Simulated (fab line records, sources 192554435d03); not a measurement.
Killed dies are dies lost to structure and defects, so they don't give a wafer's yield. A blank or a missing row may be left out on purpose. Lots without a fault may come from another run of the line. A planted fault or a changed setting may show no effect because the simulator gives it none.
Problem report in the 8D (eight disciplines) form, filled by code | flow n5_finfet | the parts of the form that need people (team, actions taken, sign-off) are left out

1. THE PROBLEM
exposure_dose_mJ_cm2 at N5_BEOL_M6_EXPOSE_25 reads a mean of 46.08 on 6 wafers of 2 lots; wafers without a fault read 45.03 with a standard deviation of 0.042. That is +25 standard deviations from the usual mean.
The step: exposes mask V5, target cd 40 nm.
First seen on wafer L759.2, day 12 00:04, on euv_scanner-02. The record holds 30 wafers of 10 lots with a number at this step. Rule for "out", or "out of limits": more than 4 standard deviations from the usual mean. The other wafers with a number count as sound.

2. WHAT IT IS AND WHAT IT IS NOT
question                    | is                     | is not
which readings at this step | exposure_dose_mJ_cm2   | reticle_temp_C
which lots                  | L759, L760             | L747, L748, L749, L752, L753, L767, L768, L769
which wafers of those lots  | all that have a number | -
read on which tools         | euv_scanner-02         | euv_scanner-01
when                        | from day 12 00:04      | up to then (15 sound wafers); but 9 sound wafers of L767, L768, L769 came after

3. SUSPECTS, AND WHAT RULES EACH OUT
Counting: a tool at a process step up to the reading stays a suspect if it ran every lot that is out and no sound lot after the first of them.
- euv_scanner-02 at N5_BEOL_M6_EXPOSE_25 (exposes mask V5, target cd 40 nm): kept. It ran every lot that is out, first L759 (day 12 00:04), and no sound lot after that; its last sound lot up to then is L752 (day 10 00:17). Its own readings are out on those wafers: exposure_dose_mJ_cm2.
Left after counting: euv_scanner-02 at N5_BEOL_M6_EXPOSE_25.

4. THE CAUSE (what the simulator had put in)
Process parameter drift: euv_scanner-02, from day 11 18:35 on, at N5_BEOL_M6_EXPOSE_25. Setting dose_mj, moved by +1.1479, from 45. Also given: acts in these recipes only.
Counting left only this tool.

5. THE CHAIN OF EFFECTS, in route order
Each row: a reading whose mean over the struck wafers that have a number lies more than 3 standard deviations from the usual. Only readings for which the record gives a usual standard deviation are gone through. hours: the time from each lot's start at the first step in this table that gives one to its start at this step, as a median over the lots. sigmas: the change in usual standard deviations.
hours | step                 | reading              | usual | on struck wafers | change | sigmas
0     | N5_BEOL_M6_EXPOSE_25 | exposure_dose_mJ_cm2 | 45.03 | 46.08            | +1.05  | +25
The process steps in it:
- N5_BEOL_M6_EXPOSE_25: exposes mask V5, target cd 40 nm.
Later measuring or inspecting steps at which every struck wafer that the step has a row for has a number for every such reading, and none has moved that far: N5_BEOL_M6_CD_MEAS_28, N5_BEOL_M6_OVL_MEAS_29.

6. WHAT WOULD HAVE CAUGHT IT SOONER
In this record the first reading out of limits was taken at day 12 00:04, 5 hours after the fault began at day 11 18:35.
